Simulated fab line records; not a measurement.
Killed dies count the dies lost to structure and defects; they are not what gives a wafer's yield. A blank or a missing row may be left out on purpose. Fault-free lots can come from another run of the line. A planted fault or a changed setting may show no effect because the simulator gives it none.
fab line records    flow n5_finfet
record lots=5  wafers=15  last_day=18
route steps=1938 shown BEOL_M15@1808
lots that met no fault: from a run of the same line without faults
start_h: hours from the record's first day to the start of the lot's first wafer shown    wait_h: hours since the lot's step before    " repeats the value in the row above    L1.1+2: a single row standing in for several wafers    - either no value or no given start    * or withheld: withheld    < > ~ a bound
route shown NAME@n: NAME is a module with steps in the file, n the number in the route of the first one    usual: the fault-free wafers' mean and standard deviation    same: alike in all rows    chamber/n: place in a boat    sites: readings site by site    _std_site: the standard deviation of these    _edge_site: inner sites' mean taken away from outer sites' mean    radius_mm: for every site, how far away it sits from the centre of the wafer    mask NAME#n: copy n    behind: the most recent tool/chamber to have shaped the wafer    hold: reason for holding the lot/hours on hold/outcome of the hold    device: which transistor (n, p or np) failed to switch    end of line: tests of these same wafers at the route's end    a step given without rows: its recipe and nothing more    killed: the dies lost at the first sort to structure and to defects; this is not the yield of the wafer    map: a wafer's dies, marking killed ones x, the rest . and places with no die _
set.NAME: the run value of the setting; set.NAME@STEP: its run value at that earlier step    model.NAME: the simulator's own value behind a step, which no gauge read
certain route steps with their lots: each step a table, each wafer a row
services: a tool's chamber out of use, with start hour (start_h, from the record's first day; less than 0 if before it), hours out, and reason
## steps
# step N5_BEOL_M15_ETCH_61
# recipe chemistry=N2/H2  target=BARC  target_depth_a=890  overetch_a=267  time_s=67.9  ion_energy_ev=200  pressure_mtorr=30  source_w=840  bias_w=150  n2_flow_sccm=200  h2_flow_sccm=200
# step N5_BEOL_M15_TRENCH_ETCH_34
# recipe chemistry=C4F8/O2/Ar  target=SiO2  target_depth_a=8729.3  he_inner_torr=15  he_outer_torr=30  time_s=199  ion_energy_ev=800  pressure_mtorr=20  source_w=1905  bias_w=2040  Ar_flow_sccm=400  C4F8_flow_sccm=16  O2_flow_sccm=12
# usual drypump_motor_current_A=5.8/0.54  he_inner_torr=14.995/0.029  oes_product_au=0.79/0.083  rf_fwd_power_W=1898/5.9  rf_vpp_V=2218/40  showerhead_plenum_p_Torr=3.46/0.1  throttle_valve_pct=30.9/0.36
lot.wafer  tool         chamber  start_h  wait_h  drypump_motor_current_A  he_inner_torr  oes_product_au  rf_fwd_power_W  rf_hours_counter_h  rf_vpp_V  showerhead_plenum_p_Torr  throttle_valve_pct
L345.1     rie_diel-03  0        276.73   0.0     5.9                      15.021         0.74            1895            189                 2206      3.43                      30.9
L345.4     "            2        "        "       5.0                      14.968         0.78            1896            130                 2190      3.44                      31.0
L345.5     "            2        "        "       5.0                      14.948         0.76            1896            -                   2190      3.44                      31.0
L355.3     rie_diel-03  0        325.63   0.0     5.9                      14.986         0.72            1900            207                 2205      3.42                      30.9
L355.4     "            3        "        "       5.6                      15.019         0.83            1908            80                  2166      3.62                      30.9
L355.6     "            2        "        "       5.0                      14.994         0.75            1896            -                   2189      3.43                      31.0
L361.3     rie_diel-04  1        363.49   0.0     6.3                      15.015         0.70            1900            234                 2269      3.53                      30.5
L361.5     "            3        "        "       5.7                      14.946         0.91            1899            -                   2212      3.47                      30.1
L361.6     "            0        "        "       5.6                      15.013         0.68            1903            -                   2236      3.41                      31.5
L365.2     rie_diel-03  2        396.37   0.0     5.0                      15.026         0.73            1902            167                 2188      3.42                      31.0
L365.3     "            1        "        "       6.0                      15.005         0.70            1908            235                 2136      3.26                      31.0
L365.6     "            0        "        "       5.9                      14.961         0.70            1907            -                   2205      3.41                      31.0
L363.2     rie_diel-03  2        405.07   0.0     5.0                      15.010         0.74            1894            170                 2187      3.42                      31.1
L363.4     "            0        "        "       6.0                      14.986         0.70            1901            229                 2204      3.41                      31.0
L363.5     "            1        "        "       6.0                      14.998         0.70            1898            -                   2136      3.26                      31.0
# step N5_BEOL_M15_STRIP_36
# recipe chemistry=O2  power_w=600  temp_c=60  pressure_mtorr=30  rf_frequency_hz=6e+07  bias_power_w=0  overash_fraction=0.3  o2_flow_sccm=225
# usual drypump_motor_current_A=5.8/0.54  o2_flow_sccm=224.9/0.68  oes_product_au=0.78/0.076  rf_vpp_V=3.7/1  showerhead_plenum_p_Torr=2.11/0.066  throttle_valve_pct=16.6/0.33
lot.wafer  tool         chamber  start_h  wait_h  drypump_motor_current_A  o2_flow_sccm  oes_product_au  rf_hours_counter_h  rf_vpp_V  showerhead_plenum_p_Torr  throttle_valve_pct
L345.1     rie_diel-03  3        278.17   1.3     5.6                      224.9         0.84            63                  3.9       2.22                      16.4
L345.4     "            2        "        "       5.0                      225.2         0.78            131                 3.0       2.11                      16.9
L345.5     "            3        "        "       5.6                      224.8         0.84            -                   4.9       2.22                      16.5
L355.3     rie_diel-02  3        328.70   2.9     6.6                      225.1         0.86            78                  1.6       2.21                      16.6
L355.4     "            1        "        "       5.4                      224.2         0.80            113                 2.6       2.09                      16.3
L355.6     "            2        "        "       6.6                      224.6         0.85            -                   2.9       2.11                      16.1
L361.3     rie_diel-04  3        366.47   2.8     5.7                      225.7         0.92            41                  3.5       2.15                      16.1
L361.5     "            0        "        "       5.6                      226.8         0.69            -                   4.9       2.07                      17.1
L361.6     "            1        "        "       6.3                      224.6         0.71            -                   4.6       2.15                      16.5
L365.2     rie_diel-03  2        400.50   3.9     5.0                      225.9         0.74            168                 4.9       2.10                      17.0
L365.3     "            0        "        "       5.9                      224.2         0.72            228                 3.9       2.07                      16.8
L365.6     "            0        "        "       5.9                      223.2         0.70            -                   4.5       2.07                      16.8
L363.2     rie_diel-02  3        408.27   3.0     6.5                      225.6         0.81            99                  4.6       2.20                      16.6
L363.4     "            1        "        "       5.4                      225.3         0.77            138                 3.5       2.08                      16.3
L363.5     "            0        "        "       5.1                      225.3         0.91            -                   4.4       2.05                      16.6
# step N5_BEOL_M15_STRIP_62
# recipe chemistry=O2  power_w=600  temp_c=60  pressure_mtorr=30  rf_frequency_hz=6e+07  bias_power_w=0  overash_fraction=0.3  o2_flow_sccm=225
# step N5_BEOL_M15_STRIP_37
# recipe chemistry=O2  power_w=600  temp_c=60  pressure_mtorr=30  rf_frequency_hz=6e+07  bias_power_w=0  overash_fraction=0.3  o2_flow_sccm=225
# step N5_BEOL_M15_ETCH_38
# recipe chemistry=CF4/N2  target=SiCN  target_depth_a=1064  taper_deg=2  time_s=120.5  ion_energy_ev=150  mask_material=SiO2  pressure_mtorr=40  source_w=430  bias_w=70  Ar_flow_sccm=100  cf4_flow_sccm=60  n2_flow_sccm=60
# step N5_BEOL_M15_PRECLEAN_39
# recipe chemistry=residue_remover  time_s=60  temp_c=40
# step N5_BEOL_M15_SRD_40
# recipe time_s=30  temp_c=23  rinse_liquid=diw  dry=n2_spin  spin_rpm=1500  dry_time_s=30
# step N5_BEOL_M15_DEGAS_41
# recipe ambient=vacuum  temp_c=300  time_s=60
# usual heater_power_w=446/51  susceptor_temp_C=300.00/0.19
lot.wafer  tool            chamber  start_h  wait_h  heater_power_w  susceptor_temp_C
L345.1     pvd_sputter-02  -        279.13   0.6     431             300.17
L345.4     "               -        "        "       360             299.81
L345.5     "               -        "        "       443             299.84
L355.3     pvd_sputter-02  -        329.23   0.2     453             299.65
L355.4     "               -        "        "       439             300.36
L355.6     "               -        "        "       462             299.90
L361.3     pvd_sputter-01  -        367.18   0.4     410             299.93
L361.5     "               -        "        "       460             299.92
L361.6     "               -        "        "       427             299.91
L365.2     pvd_sputter-03  -        401.09   0.3     463             299.74
L365.3     "               -        "        "       422             299.94
L365.6     "               -        "        "       415             300.15
L363.2     pvd_sputter-01  -        409.15   0.6     424             300.03
L363.4     "               -        "        "       463             300.11
L363.5     "               -        "        "       450             299.84
# step N5_BEOL_M15_PRE_CLEAN_42
# recipe gas=H2/He  time_s=30  temp_c=300
# step N5_BEOL_M15_SPUTTER_43
# recipe material=TaN  target_thk_a=150  temp_c=50  bias_v=168.6  power_w=15000  chamber_pressure_pa=0.12  time_s=24.19
# usual cathode_dc_power_W=15000/2.5  chamber_pressure_pa=0.11999/0.00023  susceptor_temp_C=49.99/0.11  throttle_valve_pct=30.1/1.5
lot.wafer  tool            chamber  start_h  wait_h  cathode_dc_power_W  chamber_pressure_pa  susceptor_temp_C  throttle_valve_pct
L345.1     pvd_sputter-02  -        279.21   0.0     15004               0.11957              50.00             31.0
L345.4     "               -        "        "       14999               0.12013              50.14             32.7
L345.5     "               -        "        "       15005               0.11956              50.08             31.0
L355.3     pvd_sputter-02  -        329.31   0.0     15001               0.12011              49.96             28.5
L355.4     "               -        "        "       14999               0.11982              50.03             31.1
L355.6     "               -        "        "       15000               0.1202               49.85             28.2
L361.3     pvd_sputter-01  -        367.26   0.0     15003               0.12037              49.77             29.3
L361.5     "               -        "        "       15001               0.11964              50.05             30.0
L361.6     "               -        "        "       14998               0.11989              49.99             30.2
L365.2     pvd_sputter-03  -        401.17   0.0     14998               0.1197               50.02             28.7
L365.3     "               -        "        "       14998               0.12012              49.94             31.5
L365.6     "               -        "        "       14998               0.11987              49.83             31.7
L363.2     pvd_sputter-01  -        409.23   0.0     15005               0.12027              49.88             30.4
L363.4     "               -        "        "       15001               0.11981              49.82             29.8
L363.5     "               -        "        "       15000               0.11993              49.80             29.9
# step N5_BEOL_M15_SPUTTER_44
# recipe material=Ta  target_thk_a=150  temp_c=50  bias_v=80  power_w=15000  chamber_pressure_pa=0.07  time_s=24.19
# usual cathode_dc_power_W=15000/2.8  chamber_pressure_pa=0.07002/0.00015  susceptor_temp_C=50.02/0.12  throttle_valve_pct=30.1/1.5
lot.wafer  tool            chamber  start_h  wait_h  cathode_dc_power_W  chamber_pressure_pa  susceptor_temp_C  throttle_valve_pct  model.Ta_of_BEOL_M15_SPUTTER_44.thk_nm
L345.1     pvd_sputter-02  -        279.29   0.0     14999               0.0701               49.78             31.3                15
L345.4     "               -        "        "       15003               0.07008              49.90             32.6                15
L345.5     "               -        "        "       14999               0.07027              49.93             31.1                15
L355.3     pvd_sputter-02  -        329.39   0.0     15886               0.06996              49.95             28.6                15.8
L355.4     "               -        "        "       15002               0.07018              50.09             30.8                15.2
L355.6     "               -        "        "       15880               0.06992              49.90             28.5                16
L361.3     pvd_sputter-01  -        367.34   0.0     15000               0.07005              49.85             29.0                15
L361.5     "               -        "        "       15000               0.06972              50.06             30.1                14.8
L361.6     "               -        "        "       15002               0.06992              50.05             30.6                14.8
L365.2     pvd_sputter-03  -        401.25   0.0     15001               0.07007              50.00             28.3                15.4
L365.3     "               -        "        "       15003               0.0703               49.95             31.7                15.2
L365.6     "               -        "        "       15000               0.06978              50.02             31.9                15.4
L363.2     pvd_sputter-01  -        409.31   0.0     14998               0.07008              50.08             30.5                14.8
L363.4     "               -        "        "       14999               0.06999              49.89             29.9                14.8
L363.5     "               -        "        "       15000               0.07                 49.94             29.9                14.8
# step N5_BEOL_M15_SPUTTER_45
# recipe material=Cu  target_thk_a=1000  temp_c=-20  bias_v=60  power_w=26000  chamber_pressure_pa=0.13  time_s=16.67
# usual cathode_dc_power_W=26000/4.3  chamber_pressure_pa=0.13/0.00026  chuck_gas_flow_sccm=1.26/0.054  chuck_sensor_temp_C=-16.3/0.41  susceptor_temp_C=-20.00/0.1  throttle_valve_pct=30.1/1.5
lot.wafer  tool            chamber  start_h  wait_h  cathode_dc_power_W  chamber_pressure_pa  chuck_gas_flow_sccm  chuck_sensor_temp_C  susceptor_temp_C  throttle_valve_pct
L345.1     pvd_sputter-02  -        279.37   0.0     25999               0.12988              1.21                 -16.4                -19.91            30.8
L345.4     "               -        "        "       25997               0.12973              1.29                 -16.4                -20.14            32.7
L345.5     "               -        "        "       26007               0.13005              1.26                 -16.4                -19.96            30.9
L355.3     pvd_sputter-02  -        329.47   0.0     25999               0.12978              1.25                 -16.2                -20.03            28.4
L355.4     "               -        "        "       25995               0.13029              1.25                 -16.4                -19.92            31.0
L355.6     "               -        "        "       25998               0.12992              1.24                 -16.1                -19.97            28.8
L361.3     pvd_sputter-01  -        367.42   0.0     25996               0.12986              1.24                 -16.1                -20.16            29.2
L361.5     "               -        "        "       25997               0.1303               1.20                 -16.0                -19.97            30.0
L361.6     "               -        "        "       26000               0.13005              1.24                 -16.0                -20.15            30.5
L365.2     pvd_sputter-03  -        401.33   0.0     26002               0.12998              1.21                 -15.9                -20.10            28.6
L365.3     "               -        "        "       26004               0.13016              1.21                 -16.9                -20.01            32.0
L365.6     "               -        "        "       25998               0.13027              1.27                 -16.9                -19.88            31.6
L363.2     pvd_sputter-01  -        409.39   0.0     26003               0.13009              1.19                 -16.0                -20.14            30.6
L363.4     "               -        "        "       26001               0.13023              1.23                 -16.2                -20.01            29.7
L363.5     "               -        "        "       26007               0.12983              1.22                 -15.7                -20.13            30.0
## services
tool            chamber  start_h  hours  kind
rie_diel-04     1        264.02   3.2    repair
rie_diel-02     1        266.25   1.6    repair
pvd_sputter-01  -        297.03   20.4   repair
rie_diel-04     -        301.12   28.1   pm
rie_diel-02     0        307.62   3.9    repair
rie_diel-02     0        333.52   -      clean
rie_diel-02     0        333.52   -      consumable_replace:focus_ring
rie_diel-02     0        333.52   15.5   scheduled_down
rie_diel-02     0        333.52   15.5   vent_cycle
pvd_sputter-02  -        335.00   4.1    repair
rie_diel-03     3        356.86   1.3    repair
rie_diel-02     -        385.55   2.8    pm
rie_diel-03     1        405.82   16.8   repair
## key
first_sign step=N5_BEOL_M15_SPUTTER_44  reading=cathode_dc_power_W  direction=up  sigmas=99+  usual=*  struck=*
effect none on later readings
model_effect step=N5_BEOL_M15_SPUTTER_44  value=Ta_of_BEOL_M15_SPUTTER_44.thk_nm  without=14.9  struck=15.9
met_at N5_BEOL_M15_SPUTTER_44
struck_wafers L355.3,L355.6
fault kind=process_parameter_drift  tool=pvd_sputter-02  chamber=-  onset_h=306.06  steps=N5_BEOL_M15_SPUTTER_44  channel=power_w  offset=*  shape=step  end_h=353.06  acts_in=*  stated=*  scope=struck_wafers_only
